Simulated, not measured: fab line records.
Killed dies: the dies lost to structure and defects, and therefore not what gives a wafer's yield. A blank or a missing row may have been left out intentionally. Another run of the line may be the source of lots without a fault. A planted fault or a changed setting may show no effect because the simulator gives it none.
Matching of chambers + flow n5 finfet + pecvd-02 running N5_BEOL_M2_DEP_57: 3 sister chambers
The step deposits SiCN from 3MS/NH3, target thk 8 nm, time 14 s. 3 wafers are shown with their chamber, then 12 later ones without.

EACH WAFER AND ITS CHAMBER
| wafer  | chamber | showerhead plenum p Torr (Torr) |
|--------|---------|---------------------------------|
| L089.2 | 1       | 3.655                           |
| L090.4 | 0       | 3.683                           |
| L090.5 | 2       | 3.679                           |

WAFERS WITH NO CHAMBER GIVEN
| wafer  | showerhead plenum p Torr (Torr) |
|--------|---------------------------------|
| L092.1 | 3.685                           |
| L092.2 | 3.649                           |
| L092.5 | 3.680                           |
| L093.1 | 3.689                           |
| L093.2 | 3.656                           |
| L093.5 | 3.687                           |
| L094.1 | 3.671                           |
| L094.2 | 3.660                           |
| L094.4 | 3.687                           |
| L095.1 | 3.686                           |
| L095.3 | 3.683                           |
| L095.6 | 3.658                           |

EACH ONE'S CHAMBER
| wafer  | from the rows above          | in truth |
|--------|------------------------------|----------|
| L092.1 | can't be placed: 0 or 2      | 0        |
| L092.2 | 1                            | 1        |
| L092.5 | can't be placed: 2 or 0      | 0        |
| L093.1 | can't be placed: 0 or 2      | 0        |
| L093.2 | 1                            | 1        |
| L093.5 | can't be placed: 0 or 2      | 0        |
| L094.1 | can't be placed: 2 or 0 or 1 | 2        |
| L094.2 | 1                            | 1        |
| L094.4 | can't be placed: 0 or 2      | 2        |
| L095.1 | can't be placed: 0 or 2      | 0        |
| L095.3 | can't be placed: 0 or 2      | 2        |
| L095.6 | 1                            | 1        |
Correctly placed: 4 of 12. These rows do not allow placing 8 (true chamber among the candidates in 8). Number placed wrongly: 0.
How it was worked out, from the rows above alone: a wafer's distance from a chamber is the root of the sum, over the readings, of the square of ((its reading less the chamber's mean) divided by the reading's scatter). The wafer belongs to the nearest chamber; if the next one is less than 2 further off, it can't be placed. The mean given for a chamber averages the wafers shown for that chamber. The scatter (one wafer shown for each chamber): square how far every hidden wafer sits from the nearest shown wafer, average those squares and take the square root.
